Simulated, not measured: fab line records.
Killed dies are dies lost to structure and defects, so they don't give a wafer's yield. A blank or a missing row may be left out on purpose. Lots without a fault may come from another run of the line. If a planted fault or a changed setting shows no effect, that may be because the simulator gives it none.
Struck lot and sound lot, side by side ; flow n5Finfet ; 34 steps out of a route of 1938
Sound: wafers L797.3, L797.5, L797.6. Struck: wafers L805.3, L805.5. (L805.4 of the same lot was not struck and is left out.) The cause comes at the end.
Each step with rows lists, per side, the tool, then ch with its chambers, then its first start. Under that, the readings that differ: sound wafers ; struck wafers ; difference of the means ; sigmas: that difference in standard deviations of wafers without a fault.
alike: readings with means less than 2 such deviations apart, plus words and numbers identical on both sides. not compared: withheld readings, readings lacking a value on some wafer, bounds such as >300 that could conceal the same value, and numbers that have no deviation in the record and whose values overlap.
A row with sigmas, a row that says differs or no value, or rows on one side alone: a step with any of these is where the two part. Numbers that have no deviation but don't overlap get no sigmas and don't part them. Lack of a reading on every wafer of one side parts them only where that side has two or more wafers.

first, 11 steps without rows for these wafers: N5_BEOL_M14_STRIP_69 (strips in N2/H2); N5_BEOL_M14_TRENCH_ETCH_34 (etches SiO2 in C4F8/O2/Ar, target depth 556.65 nm, time 126.9 s); N5_BEOL_M14_STRIP_70 (strips in C4F8/O2/Ar); N5_BEOL_M14_STRIP_37 (strips in O2); N5_BEOL_M14_ETCH_38 (etches SiCN in CF4/N2, target depth 106.5 nm, time 120.6 s); N5_BEOL_M14_PRECLEAN_39 (cleans in residue remover, time 60 s); N5_BEOL_M14_SRD_40 (time 30 s, dry time 30 s); N5_BEOL_M14_DEGAS_41 (time 60 s); N5_BEOL_M14_PRE_CLEAN_42 (time 30 s); N5_BEOL_M14_SPUTTER_43 (material TaN, target thk 15 nm, time 24.19 s); N5_BEOL_M14_SPUTTER_44 (material Ta, target thk 15 nm, time 24.19 s).
N5_BEOL_M14_SPUTTER_45: material Cu, target thk 100 nm, time 16.67 s.
  sound on pvdSputter-03, day 12 21:29; struck on pvdSputter-03, day 15 07:14
  alike: cathodeDcPowerW, chuckSensorTempC, throttleValvePct
then, 21 steps without rows for these wafers: N5_BEOL_M14_ECD_47 (material Cu, target thk 1248 nm); N5_BEOL_M14_ANNEAL_48 (time 90 s); N5_BEOL_M14_CMP_49 (polishes, stops on SiO2, t overpolish 5.2 s, target thk 560 nm); N5_BEOL_M14_PRE_CLEAN_52 (time 15 s); N5_BEOL_M14_DEP_53 (deposits SiCN from 3MS/NH3, target thk 50 nm, time 17.8 s); N5_BEOL_M15_ILD_DEP_00 (deposits SiO2 from TEOS/O2, target thk 1629.3 nm, time 346.1 s); N5_BEOL_M15_COAT_58 (time 60 s, resist thk 89 nm); N5_BEOL_M15_COAT_04 (resist thk 800 nm); N5_BEOL_M15_EBR_06; N5_BEOL_M15_SOFTBAKE_05 (time 60 s); N5_BEOL_M15_EXPOSE_07 (exposes mask V14); N5_BEOL_M15_PEB_08 (peb time 90 s); N5_BEOL_M15_DEVELOP_09 (develop time 45 s); N5_BEOL_M15_HARDBAKE_14 (time 120 s); N5_BEOL_M15_DESCUM_15 (chemistry O2, time 7.9 s); N5_BEOL_M15_ETCH_59 (etches BARC in N2/H2, target depth 89 nm, overetch 26.7 nm, time 67.9 s); N5_BEOL_M15_VIA_ETCH_16 (etches SiO2 in C4F8/O2/Ar, target depth 1792.2 nm); N5_BEOL_M15_STRIP_63 (strips in O2); N5_BEOL_M15_STRIP_64 (strips in O2); N5_BEOL_M15_STRIP_65 (strips in post etch residue remover, time 60 s); N5_BEOL_M15_SRD_66 (time 30 s, dry time 30 s).
N5_PASSIVATION_PROBE_49:
  record: rows for the struck wafers here (prober-01, day 16 04:09), none for the sound ones

WHERE THEY PART
At N5_PASSIVATION_PROBE_49 and nowhere else, as far as this record goes.

WHY: the cause the simulator had injected
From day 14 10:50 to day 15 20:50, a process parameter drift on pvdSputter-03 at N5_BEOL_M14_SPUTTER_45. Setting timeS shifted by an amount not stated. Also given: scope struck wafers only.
